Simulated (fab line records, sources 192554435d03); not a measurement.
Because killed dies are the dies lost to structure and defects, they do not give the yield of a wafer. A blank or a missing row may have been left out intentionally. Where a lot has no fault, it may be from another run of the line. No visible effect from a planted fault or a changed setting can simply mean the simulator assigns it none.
Split-lot trial | flow n5 finfet | route with 1938 steps; 7 lots, 39 wafers read

## THE SPLIT
At N5_BEOL_M0_CUTY_DESCUM_61 (chemistry O2, time 7.9 s), the setting time s was moved away from the recipe's 7.9 s on 12 of the 39 wafers read, by -48.4% to +43.8%. This setting was run at the recipe's value on the other wafers.

Between the split and the reading, the file records no step.

## THE READING
CAR-ArF-block_of_BEOL_M0_CUTY_COAT_51.thk nm (the simulator's own value, which no gauge read), in nm, at N5_BEOL_M0_CUTY_ETCH_62 (etches SiARC in CF4, time 58.5 s). The file does not state a usual value for it. Across the 27 wafers here that went through the recipe, the average is 118.7 nm and the standard deviation 0.34 nm.

wafer  | tool, chamber at the split | time s as run, s | against the recipe | CAR-ArF-block_of_BEOL_M0_CUTY_COAT_51.thk nm, nm | against lot-mates on the recipe
L077.1 | rie diel-03, 2,1           | 6.309            | -20.1%             | 119.4                                            | +1.1
L077.2 | rie diel-03, 2,1           | 6.309            | -20.1%             | 119.4                                            | +1.1
L077.3 | rie diel-03, 3             | 6.309            | -20.1%             | 119.2                                            | +0.9
L077.4 | rie diel-03, 0             | 7.9              | recipe             | 118.8                                            | -
L077.5 | rie diel-03, 1,0           | 7.9              | recipe             | 118                                              | -
L077.6 | rie diel-03, 1,0           | 7.9              | recipe             | 118.2                                            | -
L079.1 | rie diel-03, 1,3           | 7.9              | recipe             | 118.8                                            | -
L079.4 | rie diel-03, 1,3           | 7.9              | recipe             | 118.8                                            | -
L079.3 | rie diel-03, 3             | 7.9              | recipe             | 118.4                                            | -
L087.1 | rie diel-01, 3             | 11.36            | +43.8%             | 116.8                                            | -2.3
L087.2 | rie diel-01, 0,3           | 7.9              | recipe             | 119.4                                            | -
L087.4 | rie diel-01, 0,3           | 7.9              | recipe             | 119.4                                            | -
L087.3 | rie diel-01, 2             | 11.36            | +43.8%             | 116.4                                            | -2.7
L087.5 | rie diel-01, 2             | 7.9              | recipe             | 118.6                                            | -
L087.6 | rie diel-01, 0             | 11.36            | +43.8%             | 116.6                                            | -2.5
L091.1 | rie diel-05, 3,2           | 7.9              | recipe             | 118.8                                            | -
L091.4 | rie diel-05, 0,3           | 7.9              | recipe             | 118.8                                            | -
L091.2 | rie diel-05, 2             | 7.9              | recipe             | 118.6                                            | -
L091.6 | rie diel-05, 3,2           | 7.9              | recipe             | 118.6                                            | -
L091.3 | rie diel-05, 1             | 7.9              | recipe             | 119.2                                            | -
L091.5 | rie diel-05, 0,3           | 7.9              | recipe             | 119                                              | -
L092.1 | rie diel-05, 3             | 7.9              | recipe             | 118.6                                            | -
L092.2 | rie diel-05, 2             | 9.154            | +15.9%             | 117.2                                            | -1.4
L092.3 | rie diel-05, 0             | 9.154            | +15.9%             | 118.2                                            | -0.4
L092.4 | rie diel-05, 1             | 9.154            | +15.9%             | 117.8                                            | -0.8
L092.5 | rie diel-05, 0             | 7.9              | recipe             | 118.4                                            | -
L092.6 | rie diel-05, 3             | 7.9              | recipe             | 118.8                                            | -
L094.1 | rie diel-03, 0,3           | 7.9              | recipe             | 119                                              | -
L094.2 | rie diel-03, 0,3           | 7.9              | recipe             | 118.8                                            | -
L094.3 | rie diel-03, 2             | 7.9              | recipe             | 118.8                                            | -
L094.4 | rie diel-03, 1             | 7.9              | recipe             | 118.4                                            | -
L094.6 | rie diel-03, 3             | 7.9              | recipe             | 118.4                                            | -
L094.5 | rie diel-03, 0             | 7.9              | recipe             | 119.2                                            | -
L095.1 | rie diel-01, 2,3           | 7.9              | recipe             | 118.4                                            | -
L095.5 | rie diel-01, 2,3           | 7.9              | recipe             | 118.4                                            | -
L095.2 | rie diel-01, 1             | 4.077            | -48.4%             | 121                                              | +2.5
L095.3 | rie diel-01, 0,3           | 4.077            | -48.4%             | 120.6                                            | +2.1
L095.4 | rie diel-01, 0,3           | 4.077            | -48.4%             | 120.8                                            | +2.3
L095.6 | rie diel-01, 2             | 7.9              | recipe             | 118.8                                            | -
When a row names more than one chamber, that row covers several wafers, and the file does not tell which wafer ran in which chamber.

FIT RESULTS
A straight line over all 39 wafers: CAR-ArF-block_of_BEOL_M0_CUTY_COAT_51.thk nm changes by -0.0452 nm for each +1% of time s; r = -0.94; the points scatter about the line by 0.34 nm.
The same after taking each lot's own level away (the mean of its wafers on the recipe; 39 wafers): -0.0518 nm for each +1%; r = -0.97; scatter 0.28 nm.
According to that fit, moving time s by its largest amount changes the reading by 2.5 nm.
Across the lots, their own levels run from 118.33 to 119.13 nm, a range of 2.4 times the standard deviation given above.
So the slope is not independent of the lot-to-lot level: the two fits are not the same.
Check: for one of the wafers moved furthest among these (-48.4%), held out of the fit, the line's prediction against its lot-mates is +2.46 nm. It came out at +2.47 nm against them.

## OTHER SPLITS APPLIED TO THESE WAFERS
Note: prior to the reading, these wafers also went through further splits. Each is held against what the fit with the lots' levels taken away leaves over:
other split on the same wafers                 | wafers away from the commonest value | r with CAR-ArF-block_of_BEOL_M0_CUTY_COAT_51.thk nm (lot level and that fit taken away)
N5_SD_EPI_N_DESCUM_14 time s                   | 12                                   | -0.17
N5_MOL_CONTACT_COAG_VIA_ETCH_46 target depth a | 9                                    | +0.05

## THE WHOLE CHAIN: every reading that the file lists as answering this split, in the file's order
step                      | what it does                     | reading                                                                                       | change (the file's fit)                | r (the file's)
N5_BEOL_M0_CUTY_DESCUM_61 | chemistry O2, time 7.9 s         | CAR-ArF-block_of_BEOL_M0_CUTY_COAT_51.thk nm (the simulator's own value, which no gauge read) | -0.0488 nm for each +1% of the setting | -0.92
N5_BEOL_M0_CUTY_ETCH_62   | etches SiARC in CF4, time 58.5 s | CAR-ArF-block_of_BEOL_M0_CUTY_COAT_51.thk nm (the simulator's own value, which no gauge read) | -0.0518 nm for each +1% of the setting | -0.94

## FILE'S OWN FIT
CAR-ArF-block_of_BEOL_M0_CUTY_COAT_51.thk nm changes by -0.0518 nm for each +1% of time s, r = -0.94.
